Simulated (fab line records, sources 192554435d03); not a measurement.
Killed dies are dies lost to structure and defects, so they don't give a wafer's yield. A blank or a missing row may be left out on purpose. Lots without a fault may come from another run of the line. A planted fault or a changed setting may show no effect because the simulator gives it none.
Which tool did it? | flow n5_finfet | 24 lots, 72 wafers sampled, at 3 steps of a route of 1938

WHAT THE GAUGES READ, wafer by wafer
N5_BEOL_M14_OCD_MEAS_35. Usual: trench_depth_nm 558 nm, standard deviation 10.
lot  | measured     | on     | trench_depth_nm (nm) | flag
L074 | day 11 01:13 | ocd-01 | 564 544 546          |
L075 | day 11 16:55 | ocd-01 | 560 550 560          |
L076 | day 11 22:57 | ocd-02 | 565 568 565          |
L077 | day 12 07:43 | ocd-01 | 566 568 557          |
L080 | day 12 17:26 | ocd-02 | 575 550 573          |
L079 | day 12 18:34 | ocd-02 | 567 560 554          |
L078 | day 12 19:00 | ocd-01 | 558 558 558          |
L081 | day 12 21:56 | ocd-01 | 574 563 571          |
L082 | day 13 09:56 | ocd-01 | 569 554 559          |
L085 | day 13 20:46 | ocd-01 | 549 558 564          |
L083 | day 14 04:50 | ocd-02 | 572 551 575          |
L084 | day 14 11:04 | ocd-02 | 548 555 552          |
L087 | day 14 12:38 | ocd-02 | 564 560 564          |
L086 | day 14 19:26 | ocd-01 | 568 558 554          |
L090 | day 15 04:43 | ocd-02 | 555 550 554          |
L088 | day 15 08:55 | ocd-02 | 559 573 553          |
L091 | day 15 11:52 | ocd-02 | 556 547 544          |
L089 | day 15 18:27 | ocd-01 | 542 569 570          |
L092 | day 16 00:58 | ocd-01 | 534 558 534          |
L093 | day 16 01:38 | ocd-02 | 556 557 563          |
L094 | day 16 12:36 | ocd-01 | 531 552 534          |
L095 | day 17 00:57 | ocd-02 | 570 546 555          |
L096 | day 17 04:53 | ocd-01 | 545 558 559          |
L097 | day 17 12:37 | ocd-01 | 559 566 549          |

WHICH TOOL RAN EACH LOT (tool, then ch and the chambers of the sampled wafers, then the start)
lot  | N5_BEOL_M14_STRIP_63                          | N5_BEOL_M14_ETCH_67
L074 | rie_diel-05 ch 2,3, day 11 00:38 or earlier   | rie_diel-02 ch 2,3, day 11 00:38
L075 | rie_diel-01 ch 0,2,3, day 11 16:20 or earlier | rie_diel-05 ch 0,1,2, day 11 16:20
L076 | rie_diel-02 ch 0,2,3, day 11 22:22 or earlier | rie_diel-02 ch 0,3, day 11 22:22
L077 | rie_diel-02 ch 0,3, day 12 07:13 or earlier   | rie_diel-05 ch 0,1,2, day 12 07:13
L080 | rie_diel-01 ch 1,2,3, day 12 16:51 or earlier | rie_diel-01 ch 1,2,3, day 12 16:51
L079 | rie_diel-02 ch 0,1,3, day 12 17:59 or earlier | rie_diel-05 ch 0,1,2, day 12 17:59
L078 | rie_diel-02 ch 0,1,2, day 12 18:25 or earlier | rie_diel-02 ch 0,3, day 12 18:25
L081 | rie_diel-02 ch 1,2, day 12 21:22 or earlier   | rie_diel-05 ch 0,1, day 12 21:22
L082 | rie_diel-02 ch 1,3, day 13 09:21 or earlier   | rie_diel-05 ch 0,1,2, day 13 09:21
L085 | rie_diel-02 ch 0,2,3, day 13 20:11 or earlier | rie_diel-05 ch 0,1,2, day 13 20:11
L083 | rie_diel-02 ch 0,1,2, day 14 04:16 or earlier | rie_diel-01 ch 0,1, day 14 04:16
L084 | rie_diel-01 ch 0,1, day 14 10:30 or earlier   | rie_diel-02 ch 0,1, day 14 10:30
L087 | rie_diel-01 ch 0,1,2, day 14 12:03 or earlier | rie_diel-05 ch 0,1, day 14 12:03
L086 | rie_diel-02 ch 0,1,3, day 14 18:51 or earlier | rie_diel-05 ch 1,2,3, day 14 18:51
L090 | rie_diel-01 ch 1,2,3, day 15 04:08 or earlier | rie_diel-01 ch 0,3, day 15 04:08
L088 | rie_diel-05 ch 2,3, day 15 08:20 or earlier   | rie_diel-01 ch 0,2, day 15 08:20
L091 | rie_diel-02 ch 0,1, day 15 11:17 or earlier   | rie_diel-05 ch 1,2, day 15 11:17
L089 | rie_diel-05 ch 1,2,3, day 15 17:53 or earlier | rie_diel-01 ch 0,2, day 15 17:53
L092 | rie_diel-01 ch 0,2,3, day 16 00:23 or earlier | rie_diel-02 ch 0,2, day 16 00:23
L093 | rie_diel-05 ch 0,1,3, day 16 01:04 or earlier | rie_diel-02 ch 0,1,3, day 16 01:04
L094 | rie_diel-02 ch 0,3, day 16 12:02 or earlier   | rie_diel-02 ch 2,3, day 16 12:02
L095 | rie_diel-01 ch 1,2,3, day 17 00:22 or earlier | rie_diel-01 ch 0,2,3, day 17 00:22
L096 | rie_diel-01 ch 0,1,2, day 17 04:19 or earlier | rie_diel-05 ch 0,1,3, day 17 04:19
L097 | rie_diel-01 ch 1,2,3, day 17 12:02 or earlier | rie_diel-01 ch 0,2,3, day 17 12:02
- N5_BEOL_M14_STRIP_63: strips in O2.
- N5_BEOL_M14_ETCH_67: etches SiARC in CF4, target depth 143 nm, time 238.3 s.

WHAT THE TOOLS THEMSELVES READ (means of the sampled wafers that have a number; where no wafer has one, the mark that the record gives instead)
N5_BEOL_M14_STRIP_63. Usual: drypump_motor_current_A 5.8 A, standard deviation 0.45; oes_product_au 0.78 a.u., standard deviation 0.086; rf_vpp_V 3.6 V, standard deviation 0.91; showerhead_plenum_p_Torr 2.051 Torr, standard deviation 0.029; throttle_valve_pct 16.68 %, standard deviation 0.23.
lot  | tool        | drypump_motor_current_A (A) | oes_product_au (a.u.) | rf_vpp_V (V) | showerhead_plenum_p_Torr (Torr) | throttle_valve_pct (%) | flag
L074 | rie_diel-05 | 5.3                         | 0.70                  | 3.3          | 2.016                           | 16.94                  |
L075 | rie_diel-01 | 5.7                         | 0.81                  | 3.1          | 2.050                           | 16.63                  |
L076 | rie_diel-02 | 5.9                         | 0.73                  | 2.9          | 2.064                           | 16.82                  |
L077 | rie_diel-02 | 5.8                         | 0.75                  | 3.9          | 2.045                           | 16.71                  |
L080 | rie_diel-01 | 5.4                         | 0.84                  | 3.6          | 2.055                           | 16.68                  |
L079 | rie_diel-02 | 5.9                         | 0.74                  | 3.7          | 2.067                           | 16.68                  |
L078 | rie_diel-02 | 5.9                         | 0.72                  | 3.4          | 2.057                           | 16.83                  |
L081 | rie_diel-02 | 6.1                         | 0.69                  | 3.4          | 2.080                           | 16.76                  |
L082 | rie_diel-02 | 6.1                         | 0.70                  | 4.1          | 2.088                           | 16.62                  |
L085 | rie_diel-02 | 5.9                         | 0.72                  | 3.9          | 2.058                           | 16.87                  |
L083 | rie_diel-02 | 5.9                         | 0.71                  | 4.0          | 2.054                           | 16.86                  |
L084 | rie_diel-01 | 6.0                         | 0.87                  | 3.2          | 2.047                           | 16.41                  |
L087 | rie_diel-01 | 6.0                         | 0.84                  | 3.2          | 2.040                           | 16.51                  |
L086 | rie_diel-02 | 5.9                         | 0.71                  | 3.4          | 2.061                           | 16.72                  |
L090 | rie_diel-01 | 5.4                         | 0.91                  | 3.7          | 2.048                           | 16.57                  |
L088 | rie_diel-05 | 5.5                         | 0.87                  | 3.5          | 2.032                           | 16.78                  |
L091 | rie_diel-02 | 5.9                         | 0.69                  | 4.4          | 2.056                           | 16.68                  |
L089 | rie_diel-05 | 5.6                         | 0.81                  | 3.6          | 2.027                           | 16.69                  |
L092 | rie_diel-01 | 5.7                         | 0.85                  | 2.7          | 2.036                           | 16.56                  |
L093 | rie_diel-05 | 5.6                         | 0.89                  | 4.2          | 2.053                           | 16.51                  |
L094 | rie_diel-02 | 5.9                         | 0.71                  | 3.5          | 2.060                           | 16.76                  |
L095 | rie_diel-01 | 5.4                         | 0.86                  | 3.8          | 2.042                           | 16.61                  |
L096 | rie_diel-01 | 6.0                         | 0.82                  | 2.4          | 2.031                           | 16.56                  |
L097 | rie_diel-01 | 5.4                         | 0.86                  | 4.1          | 2.040                           | 16.64                  |

N5_BEOL_M14_ETCH_67. Usual: drypump_motor_current_A 5.7 A, standard deviation 0.46; etch_rf_on_time_s 237 s, standard deviation 4.3; oes_product_au 0.69 a.u., standard deviation 0.083; rf_vpp_V 183.5 V, standard deviation 0.96; showerhead_plenum_p_Torr 2.09 Torr, standard deviation 0.03; throttle_valve_pct 15.56 %, standard deviation 0.27.
lot  | tool        | drypump_motor_current_A (A) | etch_rf_on_time_s (s) | oes_product_au (a.u.) | rf_vpp_V (V) | showerhead_plenum_p_Torr (Torr) | throttle_valve_pct (%) | flag
L074 | rie_diel-02 | 6.0                         | 243                   | 0.62                  | 184.8        | 2.14                            | 15.94                  |
L075 | rie_diel-05 | 5.4                         | 237                   | 0.73                  | 182.9        | 2.08                            | 15.42                  |
L076 | rie_diel-02 | 5.9                         | 235                   | 0.64                  | 183.7        | 2.12                            | 15.61                  |
L077 | rie_diel-05 | 5.4                         | 234                   | 0.72                  | 183.6        | 2.08                            | 15.42                  |
L080 | rie_diel-01 | 5.4                         | 234                   | 0.72                  | 183.9        | 2.11                            | 15.65                  |
L079 | rie_diel-05 | 5.4                         | 237                   | 0.71                  | 183.4        | 2.08                            | 15.41                  |
L078 | rie_diel-02 | 5.9                         | 237                   | 0.64                  | 183.7        | 2.11                            | 15.64                  |
L081 | rie_diel-05 | 5.7                         | 233                   | 0.77                  | 184.1        | 2.10                            | 15.24                  |
L082 | rie_diel-05 | 5.4                         | 237                   | 0.71                  | 183.3        | 2.08                            | 15.43                  |
L085 | rie_diel-05 | 5.4                         | 235                   | 0.71                  | 183.6        | 2.08                            | 15.44                  |
L083 | rie_diel-01 | 6.0                         | 232                   | 0.76                  | 183.7        | 2.09                            | 15.35                  |
L084 | rie_diel-02 | 6.0                         | 238                   | 0.60                  | 183.8        | 2.10                            | 15.60                  |
L087 | rie_diel-05 | 5.7                         | 237                   | 0.75                  | 184.0        | 2.09                            | 15.28                  |
L086 | rie_diel-05 | 5.6                         | 234                   | 0.72                  | 183.9        | 2.08                            | 15.61                  |
L090 | rie_diel-01 | 5.9                         | 236                   | 0.73                  | 182.7        | 2.08                            | 15.38                  |
L088 | rie_diel-01 | 6.2                         | 235                   | 0.69                  | 183.0        | 2.08                            | 15.47                  |
L091 | rie_diel-05 | 5.4                         | 238                   | 0.62                  | 182.4        | 2.05                            | 15.67                  |
L089 | rie_diel-01 | 6.0                         | 234                   | 0.70                  | 183.8        | 2.08                            | 15.61                  |
L092 | rie_diel-02 | 5.8                         | 243                   | 0.60                  | 183.5        | 2.10                            | 16.02                  |
L093 | rie_diel-02 | 5.9                         | 235                   | 0.61                  | 183.4        | 2.10                            | 15.65                  |
L094 | rie_diel-02 | 6.0                         | 245                   | 0.59                  | 184.4        | 2.12                            | 16.01                  |
L095 | rie_diel-01 | 5.7                         | 238                   | 0.72                  | 184.0        | 2.09                            | 15.54                  |
L096 | rie_diel-05 | 5.6                         | 237                   | 0.73                  | 182.7        | 2.09                            | 15.44                  |
L097 | rie_diel-01 | 5.7                         | 235                   | 0.71                  | 184.2        | 2.08                            | 15.55                  |

THE ANSWER, worked out from the rows above alone
Rule: a lot is off if the mean of its wafers that have a number lies more than 3 standard deviations from the usual mean. A lot without any number at a reading at which 4 lots or more have one is off too. The other lots that the step has rows for count as sound. The gauges are gone through in route order, then the tools' own readings, and for those a lot's mean is taken as printed above. The first step at which some lot is off is used, and at that step the reading that is off furthest; a lot without a number counts as furthest.
No lot is off at any reading shown: from this, nothing can be told.

WHAT THE SIMULATOR HAD PUT IN
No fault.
